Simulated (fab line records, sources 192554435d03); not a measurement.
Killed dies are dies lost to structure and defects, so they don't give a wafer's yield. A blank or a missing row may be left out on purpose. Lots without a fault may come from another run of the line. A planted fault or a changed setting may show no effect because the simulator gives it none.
Chamber matching | flow n5_finfet | N5_BEOL_M5_CO_CAP_78 on cvd_co-02: 3 sister chambers
The step material Co, precursor CCTBA/H2, target thk 2 nm, time 102.1 s. 6 wafers are shown with their chamber, then 12 later ones without.

WAFERS WITH THEIR CHAMBER
wafer  | chamber | heater_power_w (W)
L087.1 | 2       | 220
L088.4 | 1       | 221
L088.5 | 0       | 209
L090.1 | 2       | 227
L090.2 | 0       | 215
L090.3 | 1       | 228

WAFERS WITHOUT THEIR CHAMBER
wafer  | heater_power_w (W)
L090.4 | 225
L090.5 | 226
L090.6 | 213
L094.3 | 221
L094.4 | 213
L094.5 | 219
L096.2 | 230
L096.3 | 216
L096.4 | 221
L097.1 | 209
L097.3 | 225
L097.6 | 225

WHICH CHAMBER EACH WENT THROUGH
wafer  | from the rows above          | in truth
L090.4 | can't be placed: 1 or 2      | 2
L090.5 | can't be placed: 1 or 2      | 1
L090.6 | 0                            | 0
L094.3 | can't be placed: 2 or 1 or 0 | 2
L094.4 | 0                            | 0
L094.5 | can't be placed: 2 or 1 or 0 | 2
L096.2 | can't be placed: 1 or 2      | 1
L096.3 | can't be placed: 0 or 2 or 1 | 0
L096.4 | can't be placed: 2 or 1 or 0 | 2
L097.1 | 0                            | 0
L097.3 | can't be placed: 1 or 2      | 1
L097.6 | can't be placed: 1 or 2      | 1
Placed correctly: 3 of 12. Can't be placed from these rows: 9 (the true chamber is among the candidates in 9). Placed wrongly: 0.
How it was worked out, from the rows above alone: a wafer's distance from a chamber is the root of the sum, over the readings, of the square of ((its reading less the chamber's mean) divided by the reading's scatter). The wafer belongs to the nearest chamber; if the next one is less than 2 further off, it can't be placed. A chamber's mean is the mean of its shown wafers. The scatter: the root of (the sum of the squares of (reading less its chamber's mean) over the shown wafers, divided by (wafers less chambers)).
